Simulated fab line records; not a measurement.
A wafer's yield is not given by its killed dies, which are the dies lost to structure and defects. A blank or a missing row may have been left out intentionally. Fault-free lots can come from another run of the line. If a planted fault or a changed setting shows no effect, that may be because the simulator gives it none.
A struck lot beside a sound one	flow nandHarc	39 steps out of a route of 1302
Sound: these wafers, L431.2, L431.4, L431.6. Wafers L425.1, L425.5, L425.6 were the ones struck. At the end, the cause is stated.
For every step that has rows: the tool of each side, followed by ch and its chambers, followed by its first start. Under that, the readings that differ: sound wafers	struck wafers	difference of the means	sigmas: that difference in standard deviations of wafers without a fault.
alike: same words and numbers on both sides, and readings whose means sit less than 2 such deviations apart. not compared: any withheld reading, any reading some wafer has no value for, any bound like >300 that may hide the same value, and any number with overlapping values for which the record gives no deviation.
Wherever a step has rows on one side only, a row that says differs or no value, or a row with sigmas, the two part there. Non-overlapping numbers with no deviation appear without sigmas and do not part them. A reading that every wafer of one side lacks parts them only if that side has two wafers or more.

NHARC_P_M1_OVL_MEAS_10: pitch 260 nm.
  struck on overlay-01, day 10 20:59; sound on overlay-01, day 13 11:40
reading	sound	struck	difference	sigmas
overlayYNm (nm)	0.4 0.2 0.1	-2.5 -3.0 -1.7	-2.6	-3
  alike: overlayXNm
NHARC_P_M1_INSPECT_11:
  struck on defectInspect-02, day 10 21:01; sound on defectInspect-02, day 13 11:43
  alike: rawDefectCount
then, 3 steps without rows for these wafers: NHARC_P_M1_DESCUM_14 (chemistry O2, time 3 s); NHARC_P_M1_ETCH_35 (etches the open film in N2/H2, target depth 40 nm, overetch 12 nm, time 43.94 s); NHARC_P_M1_ETCH_15 (etches the open film in C4F8/Ar, target depth 182.5 nm, time 91.2 s).
NHARC_P_M1_CD_MEAS_16:
  struck on cdSem-03, day 10 21:23; sound on cdSem-01, day 13 12:07
  alike: cdNm
NHARC_P_M1_STRIP_18: strips in N2/H2.
  sound on rieDiel-01 ch 0,2,3, day 13 12:16; struck on rieDiel-01 ch 0,1, day 10 21:29
  alike: drypumpMotorCurrentA, oesProductAu, rfVppV, showerheadPlenumPTorr, throttleValvePct
  not compared: rfHoursCounterH
then, 4 steps without rows for these wafers: NHARC_P_M1_ETCH_28 (etches the open film in CF4/N2, target depth 30 nm, time 72.99 s); NHARC_P_M1_STRIP_19 (strips in post etch residue remover, time 600 s); NHARC_P_M1_DEGAS_29 (time 60 s); NHARC_P_M1_PRE_CLEAN_30 (time 30 s).
NHARC_P_M1_PVD_20: deposits TaN, target thk 5 nm, time 8.06 s.
  sound on pvdSputter-03; struck on pvdSputter-01
  alike: throttleValvePct
NHARC_P_M1_PVD_21: deposits Cu, target thk 30 nm, time 20.49 s.
  struck on pvdSputter-01, day 10 22:25; sound on pvdSputter-03, day 13 13:08
  alike: throttleValvePct
then, 1 step without rows for these wafers: NHARC_P_M1_ECD_22 (material Cu, target thk 400 nm).
NHARC_P_M1_ANNEAL_31: time 90 s.
  sound on rtpAnneal-02 ch 0, day 13 13:42; struck on rtpAnneal-02 ch 0, day 10 22:56
reading	sound	struck	difference	sigmas
wafer_temp_C_max	225.12 225.07 225.53	225.99 225.96 225.98	+0.74	+3
NHARC_P_M1_CMP_23: polishes, t overpolish 20 s, target thk 157.82 nm.
  sound on cmp-02 ch 1,3, day 13 14:01; struck on cmp-01 ch 0,1, day 10 23:18
  alike: motorCurrentA, slurryFlowMlMin, timeToEndpointS
then, 13 steps without rows for these wafers: NHARC_P_M1_SRD_25; NHARC_P_M1_PRE_CLEAN_32 (time 12 s); NHARC_P_M1_DEP_33 (deposits SiCN, target thk 30 nm); NHARC_P_M2_DEP_00 (deposits SiOC, target thk 182.5 nm); NHARC_P_M2_DEHYDRATE_01 (time 120 s); NHARC_P_M2_HMDS_02 (time 30 s); NHARC_P_M2_COAT_34 (time 65 s); NHARC_P_M2_COAT_03 (resist thk 90 nm); NHARC_P_M2_SOFTBAKE_04 (time 55 s); NHARC_P_M2_EBR_05; NHARC_P_M2_EXPOSE_06 (exposes mask P M2, target cd 170 nm); NHARC_P_M2_PEB_07 (peb time 65 s); NHARC_P_M2_DEVELOP_08 (develop time 35 s).
NHARC_P_M2_CD_MEAS_09: target cd 170 nm.
  sound on cdSem-01 ch 0, day 13 15:53; struck on cdSem-03 ch 0, day 11 01:05
  alike: cdNm
NHARC_P_M2_OVL_MEAS_10: pitch 340 nm.
  struck on overlay-01, day 11 01:10; sound on overlay-02, day 13 15:58
  alike: overlayXNm, overlayYNm
then, 3 steps without rows for these wafers: NHARC_P_M2_DESCUM_14 (chemistry O2, time 3 s); NHARC_P_M2_ETCH_35 (etches the open film in N2/H2, target depth 40 nm, overetch 12 nm, time 43.94 s); NHARC_P_M2_ETCH_15 (etches the open film in C4F8/Ar, target depth 182.5 nm, time 91.2 s).
NHARC_P_M2_CD_MEAS_16:
  struck on cdSem-02, day 11 01:34; sound on cdSem-03, day 13 16:22
  alike: cdNm
then, 1 step without rows for these wafers: NHARC_P_M2_STRIP_18 (strips in N2/H2).
NHARC_P_M2_ETCH_28: etches the open film in CF4/N2, target depth 30 nm, time 72.99 s.
  sound: rieDiel-05 ch 0,2; struck: rieDiel-06 ch 2,3
  alike: drypumpMotorCurrentA, oesProductAu, rfVppV, showerheadPlenumPTorr, throttleValvePct
  not compared: rfHoursCounterH
then, 1 step without rows for these wafers: NHARC_P_M2_STRIP_19 (strips in post etch residue remover, time 600 s).
-- break in the record here, with 17 days between the starts of the struck wafers on either side (left off in module P_M2, picked up again in module END, where the first step shown is number 1302 on the route) --
NHARC_END_SORT_01:
  at this point the record logs the struck wafers (prober-01 ch 0, day 27 23:11) and has no rows for the sound ones

== WHERE THEY PART ==
At NHARC_P_M1_OVL_MEAS_10 first; at NHARC_END_SORT_01 last (within this record only).

WHY: whatever the simulator had introduced
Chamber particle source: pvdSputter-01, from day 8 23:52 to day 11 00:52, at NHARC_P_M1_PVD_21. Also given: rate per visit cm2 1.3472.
